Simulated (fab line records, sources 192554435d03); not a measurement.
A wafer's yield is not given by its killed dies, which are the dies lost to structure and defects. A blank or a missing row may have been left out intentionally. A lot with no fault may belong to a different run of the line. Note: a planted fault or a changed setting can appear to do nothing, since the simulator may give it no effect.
fab line records / flow n5-finfet
[record] lots = 7 wafers = 39
route steps=1938 shown DUMMY_GATE@237 SD_EPI_N@288 SD_ACTIVATION@331 HKMG_FIN@427 BEOL_M4@1111
start-h: the number of hours between the record's first day and the start of the first shown wafer of the lot / wait-h: time in hours since the lot's previous step / " repeats the value in the row above / L1.1+2: a row that stands for several wafers / - value missing, or start not given / * or withheld: withheld / < > ~ a bound
route shown NAME@n: names a module that has steps shown in the file, with the first one's number in the route / usual: mean and standard deviation over wafers with no fault / same: alike in all rows / chamber/n: place in a boat / sites: per-site readings / _std_site: how widely they spread, as a standard deviation / _edge_site: mean of outer sites minus mean of inner sites / radius-mm: for every site, how far away it sits from the centre of the wafer / mask NAME#n: copy n / behind: the tool/chamber that last shaped the wafer / hold: why the lot was held/for how many hours/how that ended / device: the transistor (n, p or np) that didn't switch / end of line: tests of these same wafers at the route's end / step lacking rows: just its recipe / killed: dies that structure and defects cost at the first sort, which is not the same as the wafer's yield / map: per-die view of a wafer (x killed, . not killed, _ where there is no die)
set.NAME: the setting as run; set.NAME@STEP: as run at that earlier step / model.NAME: the simulator's own value behind a step, which no gauge read
lots run with intentionally changed settings; tables by step, rows by wafer
[[steps]]
[step N5_DUMMY_GATE_ETCH_37]
[recipe] chemistry = N2/H2 target = SOC target-depth-a = 600 overetch-a = 300 temp-c = 40 ion-energy-ev = 200 pressure-mtorr = 30 source-w = 840 bias-w = 150 n2-flow-sccm = 200 h2-flow-sccm = 200
[step N5_DUMMY_GATE_ETCH_32]
[recipe] chemistry = CF4 target = SiO2 target-depth-a = 35 time-s = 3.9 ion-energy-ev = 350 pressure-mtorr = 10 icp-w = 800 bias-w = 400 cf4-flow-sccm = 80
[step N5_DUMMY_GATE_ETCH_44]
[recipe] chemistry = HBr/O2 over-etch-frac = 0.7 target-depth-a = 1275 stop-on = SiO2 ion-energy-ev = 60 bias-w = 20 target = poly-Si mask-material = SiO2 pressure-mtorr = 20 icp-w = 400 HBr_flow_sccm = 120 O2_flow_sccm = 10
[step N5_SD_EPI_N_EPI_21]
[recipe] material = Si:P dopant = P temp-c = 680 pressure-torr = 255 time-s = 690
[step N5_SD_ACTIVATION_LSA_01]
[recipe] temp-c = 1080 time-s = 0.0008 ambient = N2
[step N5_HKMG_FIN_EXPOSE_09]
[recipe] mask-id = NWFM na = 1.35 source-shape = conventional sigma-outer = 0.8 polarization = unpolarized target-cd-nm = 98 dose-mj = 39.25
[step N5_BEOL_M4_RC_MEAS_101]
[usual] RS_SD_N = 28.3/0.38
lot.wafer=L075.1 tool=prober-02 chamber=0 start-h=185.65 wait-h=0.0 set.source-w@DUMMY_GATE_ETCH_37=774.9 set.time-s@DUMMY_GATE_ETCH_32=2.973 set.target-depth-a@DUMMY_GATE_ETCH_44=1275 set.time-s@SD_EPI_N_EPI_21=690 set.time-s@SD_ACTIVATION_LSA_01=0.0005994 set.dose-mj@HKMG_FIN_EXPOSE_09=39.25 RS_SD_N[ohm/sq]=28.5
lot.wafer=L075.2 tool=prober-02 chamber=0 start-h=185.65 wait-h=0.0 set.source-w@DUMMY_GATE_ETCH_37=840 set.time-s@DUMMY_GATE_ETCH_32=3.9 set.target-depth-a@DUMMY_GATE_ETCH_44=1222 set.time-s@SD_EPI_N_EPI_21=690 set.time-s@SD_ACTIVATION_LSA_01=0.0008 set.dose-mj@HKMG_FIN_EXPOSE_09=39.25 RS_SD_N[ohm/sq]=27.7
lot.wafer=L075.3 tool=prober-02 chamber=0 start-h=185.65 wait-h=0.0 set.source-w@DUMMY_GATE_ETCH_37=774.9 set.time-s@DUMMY_GATE_ETCH_32=3.9 set.target-depth-a@DUMMY_GATE_ETCH_44=1222 set.time-s@SD_EPI_N_EPI_21=690 set.time-s@SD_ACTIVATION_LSA_01=0.0005994 set.dose-mj@HKMG_FIN_EXPOSE_09=39.25 RS_SD_N[ohm/sq]=28.9
lot.wafer=L075.4 tool=prober-02 chamber=0 start-h=185.65 wait-h=0.0 set.source-w@DUMMY_GATE_ETCH_37=840 set.time-s@DUMMY_GATE_ETCH_32=2.973 set.target-depth-a@DUMMY_GATE_ETCH_44=1275 set.time-s@SD_EPI_N_EPI_21=740.3 set.time-s@SD_ACTIVATION_LSA_01=0.0008 set.dose-mj@HKMG_FIN_EXPOSE_09=39.25 RS_SD_N[ohm/sq]=26.6
lot.wafer=L075.5 tool=prober-02 chamber=0 start-h=185.65 wait-h=0.0 set.source-w@DUMMY_GATE_ETCH_37=774.9 set.time-s@DUMMY_GATE_ETCH_32=3.9 set.target-depth-a@DUMMY_GATE_ETCH_44=1275 set.time-s@SD_EPI_N_EPI_21=740.3 set.time-s@SD_ACTIVATION_LSA_01=0.0005994 set.dose-mj@HKMG_FIN_EXPOSE_09=39.25 RS_SD_N[ohm/sq]=27.5
lot.wafer=L075.6 tool=prober-02 chamber=0 start-h=185.65 wait-h=0.0 set.source-w@DUMMY_GATE_ETCH_37=840 set.time-s@DUMMY_GATE_ETCH_32=2.973 set.target-depth-a@DUMMY_GATE_ETCH_44=1222 set.time-s@SD_EPI_N_EPI_21=740.3 set.time-s@SD_ACTIVATION_LSA_01=0.0008 set.dose-mj@HKMG_FIN_EXPOSE_09=39.25 RS_SD_N[ohm/sq]=26.5
lot.wafer=L078.1 tool=prober-02 chamber=0 start-h=207.06 wait-h=0.0 set.source-w@DUMMY_GATE_ETCH_37=840 set.time-s@DUMMY_GATE_ETCH_32=3.9 set.target-depth-a@DUMMY_GATE_ETCH_44=1275 set.time-s@SD_EPI_N_EPI_21=799.6 set.time-s@SD_ACTIVATION_LSA_01=0.0008 set.dose-mj@HKMG_FIN_EXPOSE_09=39.25 RS_SD_N[ohm/sq]=25.7
lot.wafer=L078.2 tool=prober-02 chamber=0 start-h=207.06 wait-h=0.0 set.source-w@DUMMY_GATE_ETCH_37=840 set.time-s@DUMMY_GATE_ETCH_32=3.9 set.target-depth-a@DUMMY_GATE_ETCH_44=1358 set.time-s@SD_EPI_N_EPI_21=690 set.time-s@SD_ACTIVATION_LSA_01=0.0005795 set.dose-mj@HKMG_FIN_EXPOSE_09=39.25 RS_SD_N[ohm/sq]=29.3
lot.wafer=L078.3 tool=prober-02 chamber=0 start-h=207.06 wait-h=0.0 set.source-w@DUMMY_GATE_ETCH_37=840 set.time-s@DUMMY_GATE_ETCH_32=3.9 set.target-depth-a@DUMMY_GATE_ETCH_44=1358 set.time-s@SD_EPI_N_EPI_21=799.6 set.time-s@SD_ACTIVATION_LSA_01=0.0008 set.dose-mj@HKMG_FIN_EXPOSE_09=40.38 RS_SD_N[ohm/sq]=25.5
lot.wafer=L078.4 tool=prober-02 chamber=0 start-h=207.06 wait-h=0.0 set.source-w@DUMMY_GATE_ETCH_37=840 set.time-s@DUMMY_GATE_ETCH_32=3.9 set.target-depth-a@DUMMY_GATE_ETCH_44=1275 set.time-s@SD_EPI_N_EPI_21=799.6 set.time-s@SD_ACTIVATION_LSA_01=0.0005795 set.dose-mj@HKMG_FIN_EXPOSE_09=39.25 RS_SD_N[ohm/sq]=26.5
lot.wafer=L078.5 tool=prober-02 chamber=0 start-h=207.06 wait-h=0.0 set.source-w@DUMMY_GATE_ETCH_37=840 set.time-s@DUMMY_GATE_ETCH_32=3.9 set.target-depth-a@DUMMY_GATE_ETCH_44=1358 set.time-s@SD_EPI_N_EPI_21=690 set.time-s@SD_ACTIVATION_LSA_01=0.0008 set.dose-mj@HKMG_FIN_EXPOSE_09=40.38 RS_SD_N[ohm/sq]=27.9
lot.wafer=L078.6 tool=prober-02 chamber=0 start-h=207.06 wait-h=0.0 set.source-w@DUMMY_GATE_ETCH_37=840 set.time-s@DUMMY_GATE_ETCH_32=3.9 set.target-depth-a@DUMMY_GATE_ETCH_44=1275 set.time-s@SD_EPI_N_EPI_21=690 set.time-s@SD_ACTIVATION_LSA_01=0.0005795 set.dose-mj@HKMG_FIN_EXPOSE_09=40.38 RS_SD_N[ohm/sq]=29.2
lot.wafer=L080.1 tool=prober-01 chamber=0 start-h=229.69 wait-h=0.0 set.source-w@DUMMY_GATE_ETCH_37=840 set.time-s@DUMMY_GATE_ETCH_32=3.9 set.target-depth-a@DUMMY_GATE_ETCH_44=1423 set.time-s@SD_EPI_N_EPI_21=690 set.time-s@SD_ACTIVATION_LSA_01=0.0008 set.dose-mj@HKMG_FIN_EXPOSE_09=39.25 RS_SD_N[ohm/sq]=29.0
lot.wafer=L080.2 tool=prober-01 chamber=0 start-h=229.69 wait-h=0.0 set.source-w@DUMMY_GATE_ETCH_37=697.9 set.time-s@DUMMY_GATE_ETCH_32=3.301 set.target-depth-a@DUMMY_GATE_ETCH_44=1275 set.time-s@SD_EPI_N_EPI_21=690 set.time-s@SD_ACTIVATION_LSA_01=0.0006786 set.dose-mj@HKMG_FIN_EXPOSE_09=39.25 RS_SD_N[ohm/sq]=29.1
lot.wafer=L080.3 tool=prober-01 chamber=0 start-h=229.69 wait-h=0.0 set.source-w@DUMMY_GATE_ETCH_37=697.9 set.time-s@DUMMY_GATE_ETCH_32=3.9 set.target-depth-a@DUMMY_GATE_ETCH_44=1275 set.time-s@SD_EPI_N_EPI_21=647.3 set.time-s@SD_ACTIVATION_LSA_01=0.0006786 set.dose-mj@HKMG_FIN_EXPOSE_09=39.25 RS_SD_N[ohm/sq]=30.2
lot.wafer=L080.4 tool=prober-01 chamber=0 start-h=229.69 wait-h=0.0 set.source-w@DUMMY_GATE_ETCH_37=697.9 set.time-s@DUMMY_GATE_ETCH_32=3.301 set.target-depth-a@DUMMY_GATE_ETCH_44=1423 set.time-s@SD_EPI_N_EPI_21=647.3 set.time-s@SD_ACTIVATION_LSA_01=0.0006786 set.dose-mj@HKMG_FIN_EXPOSE_09=39.25 RS_SD_N[ohm/sq]=30.2
lot.wafer=L080.5 tool=prober-01 chamber=0 start-h=229.69 wait-h=0.0 set.source-w@DUMMY_GATE_ETCH_37=840 set.time-s@DUMMY_GATE_ETCH_32=3.301 set.target-depth-a@DUMMY_GATE_ETCH_44=1423 set.time-s@SD_EPI_N_EPI_21=690 set.time-s@SD_ACTIVATION_LSA_01=0.0008 set.dose-mj@HKMG_FIN_EXPOSE_09=39.25 RS_SD_N[ohm/sq]=28.2
lot.wafer=L080.6 tool=prober-01 chamber=0 start-h=229.69 wait-h=0.0 set.source-w@DUMMY_GATE_ETCH_37=840 set.time-s@DUMMY_GATE_ETCH_32=3.9 set.target-depth-a@DUMMY_GATE_ETCH_44=1275 set.time-s@SD_EPI_N_EPI_21=647.3 set.time-s@SD_ACTIVATION_LSA_01=0.0008 set.dose-mj@HKMG_FIN_EXPOSE_09=39.25 RS_SD_N[ohm/sq]=29.5
lot.wafer=L079.1 tool=prober-01 chamber=0 start-h=231.55 wait-h=0.0 set.source-w@DUMMY_GATE_ETCH_37=840 set.time-s@DUMMY_GATE_ETCH_32=3.9 set.target-depth-a@DUMMY_GATE_ETCH_44=1275 set.time-s@SD_EPI_N_EPI_21=690 set.time-s@SD_ACTIVATION_LSA_01=0.0006121 set.dose-mj@HKMG_FIN_EXPOSE_09=36.43 RS_SD_N[ohm/sq]=28.9
lot.wafer=L079.2 tool=prober-01 chamber=0 start-h=231.55 wait-h=0.0 set.source-w@DUMMY_GATE_ETCH_37=755.6 set.time-s@DUMMY_GATE_ETCH_32=3.9 set.target-depth-a@DUMMY_GATE_ETCH_44=1215 set.time-s@SD_EPI_N_EPI_21=574.6 set.time-s@SD_ACTIVATION_LSA_01=0.0006121 set.dose-mj@HKMG_FIN_EXPOSE_09=39.25 RS_SD_N[ohm/sq]=32.7
lot.wafer=L079.3 tool=prober-01 chamber=0 start-h=231.55 wait-h=0.0 set.source-w@DUMMY_GATE_ETCH_37=755.6 set.time-s@DUMMY_GATE_ETCH_32=3.9 set.target-depth-a@DUMMY_GATE_ETCH_44=1275 set.time-s@SD_EPI_N_EPI_21=574.6 set.time-s@SD_ACTIVATION_LSA_01=0.0006121 set.dose-mj@HKMG_FIN_EXPOSE_09=36.43 RS_SD_N[ohm/sq]=32.6
lot.wafer=L079.4 tool=prober-01 chamber=0 start-h=231.55 wait-h=0.0 set.source-w@DUMMY_GATE_ETCH_37=840 set.time-s@DUMMY_GATE_ETCH_32=3.9 set.target-depth-a@DUMMY_GATE_ETCH_44=1215 set.time-s@SD_EPI_N_EPI_21=690 set.time-s@SD_ACTIVATION_LSA_01=0.0008 set.dose-mj@HKMG_FIN_EXPOSE_09=39.25 RS_SD_N[ohm/sq]=27.8
lot.wafer=L079.5 tool=prober-01 chamber=0 start-h=231.55 wait-h=0.0 set.source-w@DUMMY_GATE_ETCH_37=840 set.time-s@DUMMY_GATE_ETCH_32=3.9 set.target-depth-a@DUMMY_GATE_ETCH_44=1275 set.time-s@SD_EPI_N_EPI_21=574.6 set.time-s@SD_ACTIVATION_LSA_01=0.0008 set.dose-mj@HKMG_FIN_EXPOSE_09=39.25 RS_SD_N[ohm/sq]=31.8
lot.wafer=L079.6 tool=prober-01 chamber=0 start-h=231.55 wait-h=0.0 set.source-w@DUMMY_GATE_ETCH_37=755.6 set.time-s@DUMMY_GATE_ETCH_32=3.9 set.target-depth-a@DUMMY_GATE_ETCH_44=1215 set.time-s@SD_EPI_N_EPI_21=690 set.time-s@SD_ACTIVATION_LSA_01=0.0008 set.dose-mj@HKMG_FIN_EXPOSE_09=36.43 RS_SD_N[ohm/sq]=28.1
lot.wafer=L085.1 tool=prober-02 chamber=0 start-h=248.72 wait-h=0.0 set.source-w@DUMMY_GATE_ETCH_37=840 set.time-s@DUMMY_GATE_ETCH_32=4.594 set.target-depth-a@DUMMY_GATE_ETCH_44=1184 set.time-s@SD_EPI_N_EPI_21=579.7 set.time-s@SD_ACTIVATION_LSA_01=0.001 set.dose-mj@HKMG_FIN_EXPOSE_09=39.25 RS_SD_N[ohm/sq]=30.9
lot.wafer=L085.2 tool=prober-02 chamber=0 start-h=248.72 wait-h=0.0 set.source-w@DUMMY_GATE_ETCH_37=840 set.time-s@DUMMY_GATE_ETCH_32=3.9 set.target-depth-a@DUMMY_GATE_ETCH_44=1184 set.time-s@SD_EPI_N_EPI_21=690 set.time-s@SD_ACTIVATION_LSA_01=0.0008 set.dose-mj@HKMG_FIN_EXPOSE_09=40.28 RS_SD_N[ohm/sq]=28.3
lot.wafer=L085.3 tool=prober-02 chamber=0 start-h=248.72 wait-h=0.0 set.source-w@DUMMY_GATE_ETCH_37=748.4 set.time-s@DUMMY_GATE_ETCH_32=4.594 set.target-depth-a@DUMMY_GATE_ETCH_44=1184 set.time-s@SD_EPI_N_EPI_21=690 set.time-s@SD_ACTIVATION_LSA_01=0.001 set.dose-mj@HKMG_FIN_EXPOSE_09=39.25 RS_SD_N[ohm/sq]=28.2
lot.wafer=L085.4 tool=prober-02 chamber=0 start-h=248.72 wait-h=0.0 set.source-w@DUMMY_GATE_ETCH_37=840 set.time-s@DUMMY_GATE_ETCH_32=3.9 set.target-depth-a@DUMMY_GATE_ETCH_44=1275 set.time-s@SD_EPI_N_EPI_21=579.7 set.time-s@SD_ACTIVATION_LSA_01=0.001 set.dose-mj@HKMG_FIN_EXPOSE_09=40.28 RS_SD_N[ohm/sq]=31.6
lot.wafer=L085.5 tool=prober-02 chamber=0 start-h=248.72 wait-h=0.0 set.source-w@DUMMY_GATE_ETCH_37=748.4 set.time-s@DUMMY_GATE_ETCH_32=4.594 set.target-depth-a@DUMMY_GATE_ETCH_44=1275 set.time-s@SD_EPI_N_EPI_21=690 set.time-s@SD_ACTIVATION_LSA_01=0.0008 set.dose-mj@HKMG_FIN_EXPOSE_09=40.28 RS_SD_N[ohm/sq]=28.5
lot.wafer=L085.6 tool=prober-02 chamber=0 start-h=248.72 wait-h=0.0 set.source-w@DUMMY_GATE_ETCH_37=748.4 set.time-s@DUMMY_GATE_ETCH_32=3.9 set.target-depth-a@DUMMY_GATE_ETCH_44=1275 set.time-s@SD_EPI_N_EPI_21=579.7 set.time-s@SD_ACTIVATION_LSA_01=0.0008 set.dose-mj@HKMG_FIN_EXPOSE_09=39.25 RS_SD_N[ohm/sq]=32.2
lot.wafer=L087.1 tool=prober-01 chamber=0 start-h=263.90 wait-h=0.0 set.source-w@DUMMY_GATE_ETCH_37=840 set.time-s@DUMMY_GATE_ETCH_32=3.9 set.target-depth-a@DUMMY_GATE_ETCH_44=1275 set.time-s@SD_EPI_N_EPI_21=690 set.time-s@SD_ACTIVATION_LSA_01=0.0008 set.dose-mj@HKMG_FIN_EXPOSE_09=39.25 RS_SD_N[ohm/sq]=28.6
lot.wafer=L087.4 tool=prober-01 chamber=0 start-h=263.90 wait-h=0.0 set.source-w@DUMMY_GATE_ETCH_37=840 set.time-s@DUMMY_GATE_ETCH_32=3.9 set.target-depth-a@DUMMY_GATE_ETCH_44=1275 set.time-s@SD_EPI_N_EPI_21=690 set.time-s@SD_ACTIVATION_LSA_01=0.0008 set.dose-mj@HKMG_FIN_EXPOSE_09=39.25 RS_SD_N[ohm/sq]=28.6
lot.wafer=L087.5 tool=prober-01 chamber=0 start-h=263.90 wait-h=0.0 set.source-w@DUMMY_GATE_ETCH_37=840 set.time-s@DUMMY_GATE_ETCH_32=3.9 set.target-depth-a@DUMMY_GATE_ETCH_44=1275 set.time-s@SD_EPI_N_EPI_21=690 set.time-s@SD_ACTIVATION_LSA_01=0.0008 set.dose-mj@HKMG_FIN_EXPOSE_09=39.25 RS_SD_N[ohm/sq]=28.1
lot.wafer=L092.1 tool=prober-02 chamber=0 start-h=281.12 wait-h=0.0 set.source-w@DUMMY_GATE_ETCH_37=940 set.time-s@DUMMY_GATE_ETCH_32=3.9 set.target-depth-a@DUMMY_GATE_ETCH_44=1275 set.time-s@SD_EPI_N_EPI_21=828.5 set.time-s@SD_ACTIVATION_LSA_01=0.0009408 set.dose-mj@HKMG_FIN_EXPOSE_09=37.44 RS_SD_N[ohm/sq]=24.6
lot.wafer=L092.2 tool=prober-02 chamber=0 start-h=281.12 wait-h=0.0 set.source-w@DUMMY_GATE_ETCH_37=840 set.time-s@DUMMY_GATE_ETCH_32=4.55 set.target-depth-a@DUMMY_GATE_ETCH_44=1115 set.time-s@SD_EPI_N_EPI_21=690 set.time-s@SD_ACTIVATION_LSA_01=0.0009408 set.dose-mj@HKMG_FIN_EXPOSE_09=37.44 RS_SD_N[ohm/sq]=27.6
lot.wafer=L092.3 tool=prober-02 chamber=0 start-h=281.12 wait-h=0.0 set.source-w@DUMMY_GATE_ETCH_37=940 set.time-s@DUMMY_GATE_ETCH_32=4.55 set.target-depth-a@DUMMY_GATE_ETCH_44=1115 set.time-s@SD_EPI_N_EPI_21=828.5 set.time-s@SD_ACTIVATION_LSA_01=0.0008 set.dose-mj@HKMG_FIN_EXPOSE_09=39.25 RS_SD_N[ohm/sq]=24.7
lot.wafer=L092.4 tool=prober-02 chamber=0 start-h=281.12 wait-h=0.0 set.source-w@DUMMY_GATE_ETCH_37=840 set.time-s@DUMMY_GATE_ETCH_32=3.9 set.target-depth-a@DUMMY_GATE_ETCH_44=1115 set.time-s@SD_EPI_N_EPI_21=690 set.time-s@SD_ACTIVATION_LSA_01=0.0008 set.dose-mj@HKMG_FIN_EXPOSE_09=39.25 RS_SD_N[ohm/sq]=28.0
lot.wafer=L092.5 tool=prober-02 chamber=0 start-h=281.12 wait-h=0.0 set.source-w@DUMMY_GATE_ETCH_37=840 set.time-s@DUMMY_GATE_ETCH_32=4.55 set.target-depth-a@DUMMY_GATE_ETCH_44=1275 set.time-s@SD_EPI_N_EPI_21=828.5 set.time-s@SD_ACTIVATION_LSA_01=0.0009408 set.dose-mj@HKMG_FIN_EXPOSE_09=39.25 RS_SD_N[ohm/sq]=24.3
lot.wafer=L092.6 tool=prober-02 chamber=0 start-h=281.12 wait-h=0.0 set.source-w@DUMMY_GATE_ETCH_37=940 set.time-s@DUMMY_GATE_ETCH_32=3.9 set.target-depth-a@DUMMY_GATE_ETCH_44=1275 set.time-s@SD_EPI_N_EPI_21=690 set.time-s@SD_ACTIVATION_LSA_01=0.0008 set.dose-mj@HKMG_FIN_EXPOSE_09=37.44 RS_SD_N[ohm/sq]=28.0
[[key]]
[split] step = N5_DUMMY_GATE_ETCH_37 setting = source-w stated-as = 840
response none clear
[split] step = N5_DUMMY_GATE_ETCH_32 setting = time-s stated-as = 3.9
response none clear
[split] step = N5_DUMMY_GATE_ETCH_44 setting = target-depth-a stated-as = 1275
response none clear
[split] step = N5_SD_EPI_N_EPI_21 setting = time-s stated-as = 690
[response] step = N5_BEOL_M4_RC_MEAS_101 reading = RS_SD_N slope = -0.188 per = 1% together-with = all explained = 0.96
[split] step = N5_SD_ACTIVATION_LSA_01 setting = time-s stated-as = 0.0008
[response] step = N5_BEOL_M4_RC_MEAS_101 reading = RS_SD_N slope = -0.0303 per = 1% together-with = all explained = 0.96
[split] step = N5_HKMG_FIN_EXPOSE_09 setting = dose-mj stated-as = 39.25
response none clear
